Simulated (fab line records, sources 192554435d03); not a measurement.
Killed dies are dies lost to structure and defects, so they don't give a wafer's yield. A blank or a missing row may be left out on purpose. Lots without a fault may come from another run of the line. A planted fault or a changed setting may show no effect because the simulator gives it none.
A struck lot beside a sound one | flow n5_finfet | 27 steps out of a route of 1938
Sound: wafers L374.2, L374.4, L374.6. Struck: wafer L384.6. (L384.3, L384.4 of the same lot were not struck and are left out.) The cause comes at the end.
At each step with rows: each side's tool, then ch and its chambers, then its first start. Under that, the readings that differ: sound wafers | struck wafers | difference of the means | sigmas: that difference in standard deviations of wafers without a fault.
alike: readings whose means differ by less than 2 such deviations, and words and numbers that are the same on both sides. not compared: withheld readings, readings that some wafer has no value for, bounds like >300 that may hide the same value, and numbers for which the record gives no deviation and whose values overlap.
The two part at a step that has a row with sigmas, a row that says differs or no value, or rows on one side only. Numbers that don't overlap but have no deviation are shown without sigmas and don't part them. A reading that every wafer of one side lacks parts them only if that side has two wafers or more.

N5_STI_FIN_REVEAL_ALD_14: deposits Si3N4, target thk 3 nm.
  sound on ald_sin-03 ch 1,3, day 5 04:44; struck on ald_sin-04 ch 2, day 7 16:54
  alike: heater_power_w
then, 3 steps without rows for these wafers: N5_STI_FIN_REVEAL_FCVD_FILL_01 (material SiO2 flowable, target thk 312 nm, time 512.2 s); N5_STI_FIN_REVEAL_DENSIFY_02 (time 1800 s); N5_STI_FIN_REVEAL_CMP_04 (polishes, stops on Si3N4, t overpolish 4 s, target thk 131.83 nm).
N5_STI_FIN_REVEAL_THK_MEAS_05:
  sound on film_metro-02, day 5 10:04; struck on film_metro-02, day 7 22:15
  alike: thk_nm
N5_STI_FIN_REVEAL_DENSIFY_30:
  sound on rtp_anneal-02 ch 0, day 5 10:14; struck on rtp_anneal-02 ch 0, day 7 22:20
  alike: lamp_power_pct, lamp_zone_2_pct, lamp_zone_6_pct
  not compared: wafer_temp_C_max
N5_STI_FIN_REVEAL_ETCHBACK_08: etches SiO2 in C4F6/O2, target depth 30.5 nm, time 10.167 s.
  sound on rie_diel-05 ch 0,1, day 5 10:25; struck on rie_diel-01 ch 3, day 7 22:29
  reading               | sound          | struck | difference | sigmas
  oes_o_777_au (a.u.)   | 0.71 0.93 0.93 | 0.67   | -0.19      | -2
  oes_product_au (a.u.) | 0.71 0.92 0.92 | 0.68   | -0.17      | -2
  rf_vpp_V (V)          | 667 661 659    | 680    | +18        | +2
  alike: drypump_motor_current_A, showerhead_plenum_p_Torr, throttle_valve_pct
  not compared: rf_hours_counter_h
N5_STI_FIN_REVEAL_STRIP_24: strips in N2/H2, time 90 s.
  sound on rie_diel-05 ch 0,1, day 5 10:28; struck on rie_diel-01 ch 3, day 7 22:31
  reading               | sound          | struck | difference | sigmas
  oes_product_au (a.u.) | 0.73 0.93 0.93 | 0.67   | -0.19      | -3
  alike: drypump_motor_current_A, rf_vpp_V, showerhead_plenum_p_Torr, throttle_valve_pct
  not compared: rf_hours_counter_h
then, 4 steps without rows for these wafers: N5_STI_FIN_REVEAL_PRECLEAN_25 (cleans in SPM, time 90 s); N5_STI_FIN_REVEAL_PRECLEAN_26 (cleans in SC1, time 45 s); N5_STI_FIN_REVEAL_PRECLEAN_29 (cleans in DHF, time 30 s); N5_STI_FIN_REVEAL_SRD_12 (time 30 s).
N5_STI_FIN_REVEAL_RECESS_09: chemistry HF/NH3, target SiO2, afs cycles 11, target depth 42.5 nm, sublimation time 60 s.
  sound on vapor_etch-01 ch 0,1, day 5 10:40; struck on vapor_etch-02 ch 1, day 7 23:16
  reading                  | sound             | struck | difference | sigmas
  model.etch.depth_nm (nm) | 42.69 42.69 42.69 | 57.3   | +14.6      |
  alike: drypump_motor_current_A
  not compared: model.SiNx_of_FIN_SAQP_HM_DEP_03.thk_nm
then, 7 steps without rows for these wafers: N5_STI_FIN_REVEAL_STRIP_16 (strips SiNx in H3PO4, target depth 23.8 nm); N5_STI_FIN_REVEAL_PRECLEAN_17 (cleans in NF3:NH3, afs cycles 1, time 20 s, sublimation time 60 s); N5_STI_FIN_REVEAL_ETCH_34 (etches Si in H2, material Si, target depth 0.97 nm); N5_STI_FIN_REVEAL_OXIDATION_31 (chemistry O2 PLASMA REMOTE, time 20 s); N5_STI_FIN_REVEAL_PRECLEAN_32 (cleans in NF3:NH3, afs cycles 1, time 20 s, sublimation time 60 s); N5_STI_FIN_REVEAL_STRIP_35 (strips Si3N4 in H3PO4, target depth 4 nm, time 39 s); N5_STI_FIN_REVEAL_SRD_21 (time 30 s).
N5_STI_FIN_REVEAL_OXIDATION_33: chemistry O2 PLASMA REMOTE, time 20 s.
  sound on plasma_asher-02 ch 1, day 5 13:11; struck on plasma_asher-01 ch 0, day 8 01:16
  reading            | sound       | struck | difference | sigmas
  heater_power_w (W) | 137 133 138 | 154    | +18        | +2
  alike: drypump_motor_current_A, o2_flow_sccm
  not compared: rf_hours_counter_h
then, 2 steps without rows for these wafers: N5_STI_FIN_REVEAL_CLEAN_19 (cleans in O3/DIW, time 120 s); N5_STI_FIN_REVEAL_SRD_23 (time 30 s).
N5_STI_FIN_REVEAL_CD_MEAS_22: target cd 6.238 nm, pitch 28 nm.
  sound on cd_sem-03, day 5 13:20; struck on cd_sem-01, day 8 01:25
  alike: cd_nm
N5_STI_FIN_REVEAL_FIN_H_MEAS_10:
  sound on ocd-02, day 5 13:22; struck on ocd-02, day 8 01:26
  reading              | sound          | struck | difference | sigmas
  trench_depth_nm (nm) | 51.7 52.0 52.7 | 66.0   | +13.9      | +20
then, 1 step without rows for these wafers: N5_STI_FIN_REVEAL_PRECLEAN_18 (cleans in SC2, time 45 s).
-- the record jumps here: 6 days lie between the struck wafers' starts before and after (it left off in module STI_FIN_REVEAL and takes up again in module BEOL_M4, whose first step shown is number 1111 of the route) --
N5_BEOL_M4_RC_MEAS_101:
  sound on prober-01 ch 0, day 11 08:14; struck on prober-02 ch 0, day 14 08:02
  alike: DIBL_N, DIBL_P, IOFF_N, IOFF_P, ION_N, ION_P, SS_N, SS_P, VT_N, VT_P

WHERE THEY PART
First at N5_STI_FIN_REVEAL_ETCHBACK_08; last, within this record, at N5_STI_FIN_REVEAL_FIN_H_MEAS_10. Later steps at which nothing parts them and some readings are alike: N5_BEOL_M4_RC_MEAS_101.

WHY: what the simulator had put in
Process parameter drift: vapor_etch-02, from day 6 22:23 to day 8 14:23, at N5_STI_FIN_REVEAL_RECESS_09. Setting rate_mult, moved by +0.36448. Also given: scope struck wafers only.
